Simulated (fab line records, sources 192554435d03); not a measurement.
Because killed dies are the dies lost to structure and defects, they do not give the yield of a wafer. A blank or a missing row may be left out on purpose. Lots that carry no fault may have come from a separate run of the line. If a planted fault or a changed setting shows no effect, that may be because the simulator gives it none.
Split-lot study / flow n5-finfet / 21 wafers read across 7 lots, on a route 1938 steps long

== ON THE SPLIT ==
At N5_BEOL_M3_TRENCH_ETCH_37 (etches SiOC in C4F6/O2, target depth 55.555 nm, time 29.2 s), the setting bias-w was moved away from the recipe's 185 W on 6 of the 21 wafers read, by -12.0% to +14.8%. All remaining wafers had this setting at the recipe value.

The split's own step is where the reading is taken.

== THE READING ==
rf-vpp-V, in V, at N5_BEOL_M3_TRENCH_ETCH_37 (etches SiOC in C4F6/O2, target depth 55.555 nm, time 29.2 s). A value of 669 V with a standard deviation of 7.1 V is what fault-free wafers of this fab line usually give.

wafer=L075.1; tool, chamber at the split=rie-diel-02, 1; bias-w as run, W=185; against the recipe=recipe; rf-vpp-V, V=670; against lot-mates on the recipe=-
wafer=L075.3; tool, chamber at the split=rie-diel-02, 0; bias-w as run, W=175.8; against the recipe=-5.0%; rf-vpp-V, V=643; against lot-mates on the recipe=-27
wafer=L075.4; tool, chamber at the split=rie-diel-02, 0; bias-w as run, W=175.8; against the recipe=-5.0%; rf-vpp-V, V=644; against lot-mates on the recipe=-26
wafer=L077.1; tool, chamber at the split=rie-diel-02, 3; bias-w as run, W=185; against the recipe=recipe; rf-vpp-V, V=670; against lot-mates on the recipe=-
wafer=L077.2; tool, chamber at the split=rie-diel-02, 2; bias-w as run, W=208.6; against the recipe=+12.8%; rf-vpp-V, V=751; against lot-mates on the recipe=+75
wafer=L077.6; tool, chamber at the split=rie-diel-02, 2; bias-w as run, W=185; against the recipe=recipe; rf-vpp-V, V=682; against lot-mates on the recipe=-
wafer=L083.3; tool, chamber at the split=rie-diel-02, 2; bias-w as run, W=185; against the recipe=recipe; rf-vpp-V, V=682; against lot-mates on the recipe=-
wafer=L083.4; tool, chamber at the split=rie-diel-02, 0; bias-w as run, W=212.4; against the recipe=+14.8%; rf-vpp-V, V=749; against lot-mates on the recipe=+73
wafer=L083.6; tool, chamber at the split=rie-diel-02, 3; bias-w as run, W=185; against the recipe=recipe; rf-vpp-V, V=670; against lot-mates on the recipe=-
wafer=L090.1; tool, chamber at the split=rie-diel-06, 0; bias-w as run, W=185; against the recipe=recipe; rf-vpp-V, V=656; against lot-mates on the recipe=-
wafer=L090.4; tool, chamber at the split=rie-diel-06, 0; bias-w as run, W=185; against the recipe=recipe; rf-vpp-V, V=656; against lot-mates on the recipe=-
wafer=L090.5; tool, chamber at the split=rie-diel-06, 1; bias-w as run, W=162.8; against the recipe=-12.0%; rf-vpp-V, V=607; against lot-mates on the recipe=-49
wafer=L091.1; tool, chamber at the split=rie-diel-02, 3; bias-w as run, W=185; against the recipe=recipe; rf-vpp-V, V=669; against lot-mates on the recipe=-
wafer=L091.4; tool, chamber at the split=rie-diel-02, 1; bias-w as run, W=204.1; against the recipe=+10.3%; rf-vpp-V, V=723; against lot-mates on the recipe=+54
wafer=L091.5; tool, chamber at the split=rie-diel-02, 3; bias-w as run, W=185; against the recipe=recipe; rf-vpp-V, V=668; against lot-mates on the recipe=-
wafer=L094.3; tool, chamber at the split=rie-diel-05, 2; bias-w as run, W=185; against the recipe=recipe; rf-vpp-V, V=668; against lot-mates on the recipe=-
wafer=L094.5; tool, chamber at the split=rie-diel-05, 3; bias-w as run, W=185; against the recipe=recipe; rf-vpp-V, V=670; against lot-mates on the recipe=-
wafer=L094.6; tool, chamber at the split=rie-diel-05, 0; bias-w as run, W=185; against the recipe=recipe; rf-vpp-V, V=669; against lot-mates on the recipe=-
wafer=L095.2; tool, chamber at the split=rie-diel-06, 3; bias-w as run, W=185; against the recipe=recipe; rf-vpp-V, V=664; against lot-mates on the recipe=-
wafer=L095.4; tool, chamber at the split=rie-diel-06, 3; bias-w as run, W=185; against the recipe=recipe; rf-vpp-V, V=663; against lot-mates on the recipe=-
wafer=L095.6; tool, chamber at the split=rie-diel-06, 2; bias-w as run, W=185; against the recipe=recipe; rf-vpp-V, V=662; against lot-mates on the recipe=-

FIT RESULTS
A straight line over all 21 wafers: rf-vpp-V changes by +5.55 V for each +1% of bias-w; r = +0.98; the points scatter about the line by 7.1 V.
The same after taking each lot's own level away (the mean of its wafers on the recipe; 21 wafers): +5.04 V for each +1%; r = +0.99; scatter 4.5 V.
That fit puts the effect of the largest move of bias-w on the reading at 75 V.
Across the lots, their own levels run from 656.0 to 676.0 V, a range of 2.8 times the standard deviation given above.
So the lot-to-lot level changes the slope: the two fits differ.
Check: +76.9 V against its lot-mates is what the line predicts for one of the wafers moved furthest among these (+14.8%) when that wafer is left out of the fit. Against them it came out at +73 V.
Tool readings at the split's step, against how far the setting was moved: rf-vpp-V r = +0.98.

== FURTHER SPLITS ON THESE WAFERS ==
Before the reading, these wafers also passed through other splits. Each is held against what the fit with the lots' levels taken away leaves over:
other split on the same wafers=N5_BEOL_M3_VIA_ETCH_34 time-s; wafers away from the commonest value=6; r with rf-vpp-V (lot level and that fit taken away)=-0.22

== FILE'S OWN FIT ==
rf-vpp-V changes by +5.05 V for each +1% of bias-w, r = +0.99.
